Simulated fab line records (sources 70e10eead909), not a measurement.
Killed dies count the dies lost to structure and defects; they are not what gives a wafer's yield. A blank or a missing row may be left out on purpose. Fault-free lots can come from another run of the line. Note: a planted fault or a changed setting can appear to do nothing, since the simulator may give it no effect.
Which tool is to blame? -- flow nand-harc -- Sampling: 14 lots, 42 wafers, 4 of 1302 route steps

WHAT THE GAUGES READ, wafer by wafer
The record lacks any reading of a measuring or inspecting step that a usual standard deviation could be used to judge.

WHAT TOOL EACH LOT RAN ON (gives the tool, then ch and the chambers of the sampled wafers, and finally the start)
lot,NHARC_A_CONTACT_ETCH_120,NHARC_A_CONTACT_ETCH_90,NHARC_A_CONTACT_ETCH_96,NHARC_A_CONTACT_ETCH_102
L493,"har-cap-etch-02 ch 1, day 22 04:36","rie-diel-08 ch 0,2, day 22 06:05","rie-diel-08 ch 0,2,3, day 22 06:34 or earlier","rie-diel-01 ch 0,3, day 22 06:34"
L494,"har-cap-etch-03 ch 0,1, day 22 14:20","rie-diel-01 ch 0,3, day 22 15:49","rie-diel-01 ch 1,2, day 22 16:19 or earlier","rie-diel-08 ch 2,3, day 22 16:19"
L495,"har-cap-etch-01 ch 1, day 22 17:18","rie-diel-12 ch 0,1,2, day 22 18:47","rie-diel-12 ch 0,2,3, day 22 19:18 or earlier","rie-diel-08 ch 1,2, day 22 19:18"
L501,"har-cap-etch-01 ch 1, day 25 01:34","rie-diel-01 ch 1,2,3, day 25 03:04","rie-diel-01 ch 2,3, day 25 03:46 or earlier","rie-diel-08 ch 0,1, day 25 03:46"
L502,"har-cap-etch-02 ch 0,1, day 25 09:38","rie-diel-12 ch 1,2,3, day 25 11:10","rie-diel-12 ch 0,3, day 25 11:17","rie-diel-12 ch 1,2,3, day 25 11:39"
L503,"har-cap-etch-01 ch 0,1, day 25 10:13","rie-diel-08 ch 1,2,3, day 25 11:38","rie-diel-08 ch 2,3, day 25 11:45","rie-diel-08 ch 0,3, day 25 12:16"
L505,"har-cap-etch-01 ch 0,1, day 25 15:30","rie-diel-08 ch 0,3, day 25 16:59","rie-diel-08 ch 0,3, day 25 18:04 or earlier","rie-diel-08 ch 0,2,3, day 25 18:04"
L506,"har-cap-etch-02 ch 0,1, day 27 02:27","rie-diel-01 ch 0,2,3, day 27 03:56","rie-diel-01 ch 1,2, day 27 04:26 or earlier","rie-diel-01 ch 1,2,3, day 27 04:26"
L508,"har-cap-etch-03 ch 0,1, day 27 09:06","rie-diel-08 ch 0,1,3, day 27 10:35","rie-diel-08 ch 1,2, day 27 11:06 or earlier","rie-diel-08 ch 0,1,2, day 27 11:06"
L509,"har-cap-etch-02 ch 0,1, day 28 10:22","rie-diel-08 ch 1,3, day 28 11:47","rie-diel-08 ch 0,3, day 28 11:58","rie-diel-01 ch 0,1, day 28 12:21"
L512,"har-cap-etch-03 ch 0,1, day 28 22:42","rie-diel-08 ch 2,3, day 29 00:11","rie-diel-08 ch 0,2, day 29 00:43 or earlier","rie-diel-08 ch 2,3, day 29 00:43"
L513,"har-cap-etch-02 ch 0,1, day 29 11:20","rie-diel-08 ch 0,3, day 29 12:49","rie-diel-08 ch 1,2, day 29 13:20 or earlier","rie-diel-08 ch 1,2, day 29 13:20"
L514,"har-cap-etch-02 ch 0,1, day 30 14:17","rie-diel-08 ch 0,1,3, day 30 15:46","rie-diel-08 ch 1,2, day 30 16:15 or earlier","rie-diel-08 ch 0,2, day 30 16:15"
L515,"har-cap-etch-03 ch 0,1, day 30 20:52","rie-diel-08 ch 0,2,3, day 30 22:20","rie-diel-08 ch 0,1,2, day 30 22:50 or earlier","rie-diel-08 ch 1,2,3, day 30 22:50"
- NHARC_A_CONTACT_ETCH_120: etches the open film in C4F8/O2/Ar, time 190 s, target depth 1850 nm.
- NHARC_A_CONTACT_ETCH_90: etches the open film in CH3F/O2, target depth 40 nm, time 85.7 s.
- NHARC_A_CONTACT_ETCH_96: etches the open film in C4F6/O2, target depth 20 nm, time 10 s.
- NHARC_A_CONTACT_ETCH_102: etches the open film in CF4/O2, target depth 100 nm, overetch 10 nm, time 55 s.

AS READ BY THE TOOLS THEMSELVES (means over the sampled wafers that have a number; for cases with no such wafer, the mark the record gives instead)
NHARC_A_CONTACT_ETCH_120. Usual: chamber-pressure-mTorr 20.001 mTorr, standard deviation 0.02; oes-air-line-au 0.998 a.u., standard deviation 0.019.
lot,tool,chamber-pressure-mTorr (mTorr),oes-air-line-au (a.u.),flag
L493,har-cap-etch-02,19.991,0.994,
L494,har-cap-etch-03,20.010,1.003,
L495,har-cap-etch-01,19.990,0.990,
L501,har-cap-etch-01,19.992,1.004,
L502,har-cap-etch-02,20.015,1.009,
L503,har-cap-etch-01,19.994,1.006,
L505,har-cap-etch-01,19.989,1.012,
L506,har-cap-etch-02,20.012,0.997,
L508,har-cap-etch-03,19.998,0.994,
L509,har-cap-etch-02,20.002,0.988,
L512,har-cap-etch-03,19.997,0.994,
L513,har-cap-etch-02,19.984,1.014,
L514,har-cap-etch-02,20.002,0.998,
L515,har-cap-etch-03,20.009,0.981,

NHARC_A_CONTACT_ETCH_90. Usual: bias-w 99.96 W, standard deviation 0.27; ch3f-flow-sccm 49.98 sccm, standard deviation 0.15; drypump-motor-current-A 5.67 A, standard deviation 0.29; o2-flow-sccm 30.00 sccm, standard deviation 0.096; oes-product-au 0.95 a.u., standard deviation 0.036; rf-fwd-power-W 496.3 W, standard deviation 1.8; rf-vpp-V 244.6 V, standard deviation 1.5; showerhead-plenum-p-Torr 2.48 Torr, standard deviation 0.1; throttle-valve-pct 20.664 %, standard deviation 0.0095.
lot,tool,bias-w (W),ch3f-flow-sccm (sccm),drypump-motor-current-A (A),o2-flow-sccm (sccm),oes-product-au (a.u.),rf-fwd-power-W (W),rf-vpp-V (V),showerhead-plenum-p-Torr (Torr),throttle-valve-pct (%),flag
L493,rie-diel-08,99.74,50.15,5.41,30.08,0.93,496.1,244.8,2.52,20.667,
L494,rie-diel-01,99.80,50.13,5.66,29.95,0.92,498.4,243.2,2.37,20.667,
L495,rie-diel-12,100.27,50.11,5.71,30.07,0.93,495.3,243.4,2.43,20.668,
L501,rie-diel-01,99.99,49.87,5.74,29.97,1.00,498.1,244.9,2.46,20.657,
L502,rie-diel-12,-,-,-,-,-,-,-,-,-,OFF
L503,rie-diel-08,-,-,-,-,-,-,-,-,-,OFF
L505,rie-diel-08,99.80,49.82,5.59,29.99,1.00,495.8,244.6,2.53,20.656,
L506,rie-diel-01,99.97,49.92,5.82,29.89,0.92,497.1,243.3,2.38,20.664,
L508,rie-diel-08,99.85,49.95,5.80,30.03,0.93,496.0,244.5,2.47,20.670,
L509,rie-diel-08,100.04,50.04,5.96,30.01,0.94,496.4,244.5,2.47,20.667,
L512,rie-diel-08,99.78,50.04,5.50,29.96,1.02,494.1,246.2,2.57,20.671,
L513,rie-diel-08,99.89,49.92,5.64,29.90,1.00,496.4,244.6,2.47,20.670,
L514,rie-diel-08,99.98,50.09,5.78,29.94,0.93,497.5,244.6,2.47,20.660,
L515,rie-diel-08,99.91,50.00,5.51,29.95,1.00,497.1,244.9,2.52,20.662,

NHARC_A_CONTACT_ETCH_96. Usual: bias-w 499.9 W, standard deviation 1.6; c4f6-flow-sccm 25.00 sccm, standard deviation 0.076; drypump-motor-current-A 5.63 A, standard deviation 0.28; o2-flow-sccm 20.00 sccm, standard deviation 0.062; oes-product-au 0.964 a.u., standard deviation 0.028; rf-fwd-power-W 586.7 W, standard deviation 2.8; rf-vpp-V 548 V, standard deviation 3.2; showerhead-plenum-p-Torr 3.96 Torr, standard deviation 0.15; throttle-valve-pct 26.904 %, standard deviation 0.0085.
lot,tool,bias-w (W),c4f6-flow-sccm (sccm),drypump-motor-current-A (A),o2-flow-sccm (sccm),oes-product-au (a.u.),rf-fwd-power-W (W),rf-vpp-V (V),showerhead-plenum-p-Torr (Torr),throttle-valve-pct (%),flag
L493,rie-diel-08,499.0,24.97,5.52,20.04,0.940,587.7,549,4.03,26.907,
L494,rie-diel-01,500.3,24.97,5.61,19.99,0.930,587.8,550,4.09,26.909,
L495,rie-diel-12,500.1,25.03,5.50,19.99,0.939,585.8,545,3.88,26.905,
L501,rie-diel-01,501.1,24.97,5.86,20.02,0.999,588.5,544,3.79,26.917,
L502,rie-diel-12,500.2,25.02,5.21,19.97,0.948,584.9,548,4.01,26.905,
L503,rie-diel-08,499.4,24.96,5.40,19.98,0.964,585.2,551,4.09,26.904,
L505,rie-diel-08,500.4,25.05,5.64,20.05,1.006,585.1,548,3.95,26.905,
L506,rie-diel-01,500.4,25.09,5.63,19.99,0.937,589.5,549,4.07,26.907,
L508,rie-diel-08,501.7,24.96,5.58,19.99,0.952,582.3,548,4.00,26.906,
L509,rie-diel-08,501.2,24.95,5.62,20.01,0.961,587.6,547,3.95,26.903,
L512,rie-diel-08,499.1,24.98,5.41,19.87,1.014,586.1,548,4.01,26.892,
L513,rie-diel-08,499.8,25.01,5.59,20.05,1.011,585.5,548,4.00,26.904,
L514,rie-diel-08,499.6,25.02,5.57,19.97,0.961,585.7,548,3.99,26.908,
L515,rie-diel-08,499.7,24.98,5.69,19.99,0.995,587.7,546,3.92,26.907,

NHARC_A_CONTACT_ETCH_102. Usual: bias-w 100.00 W, standard deviation 0.29; cf4-flow-sccm 80.02 sccm, standard deviation 0.26; drypump-motor-current-A 5.6 A, standard deviation 0.3; o2-flow-sccm 20.00 sccm, standard deviation 0.055; oes-product-au 1.002 a.u., standard deviation 0.0083; rf-fwd-power-W 296.9 W, standard deviation 1.4; rf-vpp-V 198.0 V, standard deviation 1.4; showerhead-plenum-p-Torr 1.35 Torr, standard deviation 0.055; throttle-valve-pct 13.397 %, standard deviation 0.0099.
lot,tool,bias-w (W),cf4-flow-sccm (sccm),drypump-motor-current-A (A),o2-flow-sccm (sccm),oes-product-au (a.u.),rf-fwd-power-W (W),rf-vpp-V (V),showerhead-plenum-p-Torr (Torr),throttle-valve-pct (%),flag
L493,rie-diel-01,100.42,80.05,5.7,20.00,0.990,297.9,196.8,1.29,13.394,
L494,rie-diel-08,99.88,80.06,5.5,19.92,0.996,296.3,198.2,1.41,13.389,
L495,rie-diel-08,99.96,79.89,5.6,20.01,1.002,296.4,198.6,1.37,13.401,
L501,rie-diel-08,100.06,80.07,5.9,19.97,1.006,296.3,196.6,1.31,13.390,
L502,rie-diel-12,99.86,80.05,5.5,19.98,1.007,296.2,198.7,1.36,13.406,
L503,rie-diel-08,99.85,80.10,5.6,19.99,1.003,297.8,198.6,1.37,13.392,
L505,rie-diel-08,99.87,80.15,5.5,19.98,1.006,296.7,197.1,1.37,13.401,
L506,rie-diel-01,100.18,80.21,5.7,19.99,1.001,298.1,197.7,1.33,13.397,
L508,rie-diel-08,100.11,79.81,5.7,19.99,1.015,296.0,198.6,1.34,13.400,
L509,rie-diel-01,100.17,80.08,5.5,19.95,0.995,297.6,198.8,1.37,13.397,
L512,rie-diel-08,99.65,80.22,5.4,20.06,1.004,296.4,198.6,1.39,13.409,
L513,rie-diel-08,100.13,80.25,5.6,20.03,1.019,296.9,198.0,1.36,13.405,
L514,rie-diel-08,100.11,79.94,5.5,19.97,1.000,297.9,197.2,1.34,13.391,
L515,rie-diel-08,100.09,80.07,5.7,19.99,0.999,296.1,198.9,1.37,13.393,

THE ANSWER, worked out from the rows above alone
Rule: take the mean of a lot's wafers that have a number; if it is more than 3 standard deviations from the usual mean, the lot is off. A lot without any number at a reading at which 4 lots or more have one is off too. All remaining lots with rows at the step are treated as sound. Order of review: gauges by route order, followed by the tools' own readings, for which a lot's mean as printed above is used. At the first step where some lot is off, the reading lying furthest off is the one used; lots without a number count as furthest.
Off: L502, L503, at NHARC_A_CONTACT_ETCH_90 (bias-w). Without a number there: L502, L503.
A tool fits if, at that step or a process step before it, it ran every lot that is off, and no sound lot after the first of them. None of those tried fits.

WHAT THE SIMULATOR PUT IN
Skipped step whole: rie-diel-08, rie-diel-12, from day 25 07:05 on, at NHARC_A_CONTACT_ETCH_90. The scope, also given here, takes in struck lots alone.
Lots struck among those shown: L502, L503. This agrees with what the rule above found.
